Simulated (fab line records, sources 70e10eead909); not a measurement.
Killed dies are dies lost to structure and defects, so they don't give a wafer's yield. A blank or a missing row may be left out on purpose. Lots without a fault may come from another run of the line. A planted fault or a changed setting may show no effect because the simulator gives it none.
Chamber matching | flow nand_harc | NHARC_P_BONDPAD_CMP_19 on cmp-03: 4 sister chambers
The step polishes, t overpolish 30 s, cu recess touch 16 s, target thk 160.81 nm. 14 wafers are shown with their chamber, then 7 later ones without.

WAFERS WITH THEIR CHAMBER
wafer  | chamber | motor_current_A (A) | overpolish_run_s (s)
L083.1 | 1       | 13.0                | 30.002
L083.2 | 3       | 14.2                | 30.013
L083.4 | 0       | 10.9                | 30.000
L085.1 | 1       | 12.3                | 30.002
L085.4 | 2       | 11.6                | 30.004
L085.5 | 3       | 14.2                | 30.001
L087.1 | 1       | 12.8                | 30.011
L087.5 | 3       | 14.2                | 29.993
L087.6 | 2       | 11.8                | 29.990
L090.1 | 3       | 13.8                | 29.979
L090.3 | 0       | 11.0                | 29.991
L090.6 | 2       | 11.7                | 30.008
L093.2 | 0       | 11.6                | 30.002
L093.3 | 2       | 11.6                | 29.988

SIGNATURES (means of the wafers above)
reading          | chamber 0 | chamber 1 | chamber 2 | chamber 3 | scatter within a chamber
motor_current_A  | 11.167    | 12.700    | 11.675    | 14.100    | 0.263
overpolish_run_s | 29.99767  | 30.00500  | 29.99750  | 29.99650  | 0.0102
Rule: a wafer's distance from a chamber is the root of the sum, over the readings, of the square of ((its reading less the chamber's mean) divided by the reading's scatter). The wafer belongs to the nearest chamber; if the next one is less than 2 further off, it can't be placed. The scatter: the root of (the sum of the squares of (reading less its chamber's mean) over the shown wafers, divided by (wafers less chambers)).

WAFERS WITHOUT THEIR CHAMBER
wafer  | motor_current_A (A) | overpolish_run_s (s)
L093.6 | 12.6                | 30.014
L094.2 | 11.6                | 30.022
L094.4 | 14.7                | 29.992
L094.5 | 13.0                | 29.998
L096.1 | 11.9                | 29.998
L096.2 | 12.5                | 29.995
L096.3 | 13.8                | 30.001

WHICH CHAMBER EACH WENT THROUGH
wafer  | from the rows above     | in truth
L093.6 | 1                       | 1
L094.2 | can't be placed: 2 or 0 | 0
L094.4 | 3                       | 3
L094.5 | 1                       | 1
L096.1 | can't be placed: 2 or 0 | 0
L096.2 | can't be placed: 1 or 2 | 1
L096.3 | 3                       | 3
Placed correctly: 4 of 7. Can't be placed from these rows: 3 (the true chamber is among the candidates in 3). Placed wrongly: 0.
